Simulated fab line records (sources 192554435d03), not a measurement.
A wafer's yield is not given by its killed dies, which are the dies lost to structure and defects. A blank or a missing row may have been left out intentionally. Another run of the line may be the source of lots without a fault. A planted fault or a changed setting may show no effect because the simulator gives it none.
Matching of chambers / flow n5_finfet / 3 sister chambers for N5_BEOL_M1_PECVD_72 on pecvd-01
The step deposits SiO2 from TEOS/O2, target thk 16 nm, time 18 s. 20 wafers are shown with their chamber, then 10 later ones without.

== WAFERS PAIRED WITH THEIR CHAMBERS ==
wafer=L074.2; chamber=2; throttle_valve_pct (%)=20.8; showerhead_vpp_V (V)=1337; showerhead_plenum_p_Torr (Torr)=8.74
wafer=L074.4; chamber=2; throttle_valve_pct (%)=20.7; showerhead_vpp_V (V)=1319; showerhead_plenum_p_Torr (Torr)=8.71
wafer=L074.6; chamber=0; throttle_valve_pct (%)=22.2; showerhead_vpp_V (V)=1346; showerhead_plenum_p_Torr (Torr)=8.75
wafer=L075.2; chamber=1; throttle_valve_pct (%)=21.9; showerhead_vpp_V (V)=1392; showerhead_plenum_p_Torr (Torr)=8.82
wafer=L075.5; chamber=2; throttle_valve_pct (%)=20.7; showerhead_vpp_V (V)=1329; showerhead_plenum_p_Torr (Torr)=8.74
wafer=L075.6; chamber=0; throttle_valve_pct (%)=22.5; showerhead_vpp_V (V)=1347; showerhead_plenum_p_Torr (Torr)=8.77
wafer=L076.3; chamber=2; throttle_valve_pct (%)=20.3; showerhead_vpp_V (V)=1340; showerhead_plenum_p_Torr (Torr)=8.72
wafer=L076.4; chamber=0; throttle_valve_pct (%)=22.2; showerhead_vpp_V (V)=1345; showerhead_plenum_p_Torr (Torr)=8.75
wafer=L076.5; chamber=2; throttle_valve_pct (%)=20.7; showerhead_vpp_V (V)=1311; showerhead_plenum_p_Torr (Torr)=8.73
wafer=L079.2; chamber=1; throttle_valve_pct (%)=21.8; showerhead_vpp_V (V)=1401; showerhead_plenum_p_Torr (Torr)=8.78
wafer=L079.4; chamber=0; throttle_valve_pct (%)=22.1; showerhead_vpp_V (V)=1353; showerhead_plenum_p_Torr (Torr)=8.76
wafer=L079.6; chamber=2; throttle_valve_pct (%)=20.7; showerhead_vpp_V (V)=1313; showerhead_plenum_p_Torr (Torr)=8.72
wafer=L082.3; chamber=0; throttle_valve_pct (%)=22.0; showerhead_vpp_V (V)=1350; showerhead_plenum_p_Torr (Torr)=8.75
wafer=L082.5; chamber=0; throttle_valve_pct (%)=22.1; showerhead_vpp_V (V)=1357; showerhead_plenum_p_Torr (Torr)=8.78
wafer=L082.6; chamber=2; throttle_valve_pct (%)=20.7; showerhead_vpp_V (V)=1321; showerhead_plenum_p_Torr (Torr)=8.73
wafer=L084.1; chamber=1; throttle_valve_pct (%)=21.7; showerhead_vpp_V (V)=1403; showerhead_plenum_p_Torr (Torr)=8.79
wafer=L084.3; chamber=0; throttle_valve_pct (%)=22.1; showerhead_vpp_V (V)=1347; showerhead_plenum_p_Torr (Torr)=8.75
wafer=L084.4; chamber=1; throttle_valve_pct (%)=21.9; showerhead_vpp_V (V)=1380; showerhead_plenum_p_Torr (Torr)=8.79
wafer=L085.2; chamber=1; throttle_valve_pct (%)=21.5; showerhead_vpp_V (V)=1395; showerhead_plenum_p_Torr (Torr)=8.80
wafer=L085.3; chamber=2; throttle_valve_pct (%)=21.0; showerhead_vpp_V (V)=1312; showerhead_plenum_p_Torr (Torr)=8.74

SIGNATURES, as means of the wafers listed above
reading=throttle_valve_pct; chamber 0=22.171; chamber 1=21.760; chamber 2=20.700; scatter within a chamber=0.176
reading=showerhead_vpp_V; chamber 0=1349.29; chamber 1=1394.20; chamber 2=1322.75; scatter within a chamber=8.91
reading=showerhead_plenum_p_Torr; chamber 0=8.7586; chamber 1=8.7960; chamber 2=8.7287; scatter within a chamber=0.0126
Rule: distance of a wafer from a chamber = root of the sum over the readings of ((wafer's reading minus chamber's mean) / reading's scatter) squared. The wafer belongs to the nearest chamber; if the next one is less than 2 further off, it can't be placed. The scatter: take each reading less its chamber's mean, square it, sum over the shown wafers, divide by the number of wafers less the number of chambers, and take the root.

== WAFERS WHOSE CHAMBER IS MISSING ==
wafer=L085.6; throttle_valve_pct (%)=21.7; showerhead_vpp_V (V)=1409; showerhead_plenum_p_Torr (Torr)=8.77
wafer=L087.2; throttle_valve_pct (%)=21.1; showerhead_vpp_V (V)=1324; showerhead_plenum_p_Torr (Torr)=8.72
wafer=L087.4; throttle_valve_pct (%)=22.2; showerhead_vpp_V (V)=1383; showerhead_plenum_p_Torr (Torr)=8.81
wafer=L087.6; throttle_valve_pct (%)=22.0; showerhead_vpp_V (V)=1350; showerhead_plenum_p_Torr (Torr)=8.75
wafer=L092.1; throttle_valve_pct (%)=20.9; showerhead_vpp_V (V)=1324; showerhead_plenum_p_Torr (Torr)=8.73
wafer=L092.3; throttle_valve_pct (%)=22.1; showerhead_vpp_V (V)=1346; showerhead_plenum_p_Torr (Torr)=8.76
wafer=L092.4; throttle_valve_pct (%)=20.6; showerhead_vpp_V (V)=1343; showerhead_plenum_p_Torr (Torr)=8.75
wafer=L097.2; throttle_valve_pct (%)=20.9; showerhead_vpp_V (V)=1307; showerhead_plenum_p_Torr (Torr)=8.74
wafer=L097.5; throttle_valve_pct (%)=20.9; showerhead_vpp_V (V)=1330; showerhead_plenum_p_Torr (Torr)=8.71
wafer=L097.6; throttle_valve_pct (%)=21.6; showerhead_vpp_V (V)=1382; showerhead_plenum_p_Torr (Torr)=8.77

== WHICH CHAMBER EACH ONE RAN IN ==
wafer=L085.6; from the rows above=1; in truth=1
wafer=L087.2; from the rows above=2; in truth=2
wafer=L087.4; from the rows above=1; in truth=1
wafer=L087.6; from the rows above=0; in truth=0
wafer=L092.1; from the rows above=2; in truth=2
wafer=L092.3; from the rows above=0; in truth=0
wafer=L092.4; from the rows above=2; in truth=2
wafer=L097.2; from the rows above=2; in truth=2
wafer=L097.5; from the rows above=2; in truth=2
wafer=L097.6; from the rows above=1; in truth=1
Placed correctly: 10 of 10. Not placeable from these rows: 0. Number placed wrongly: 0.
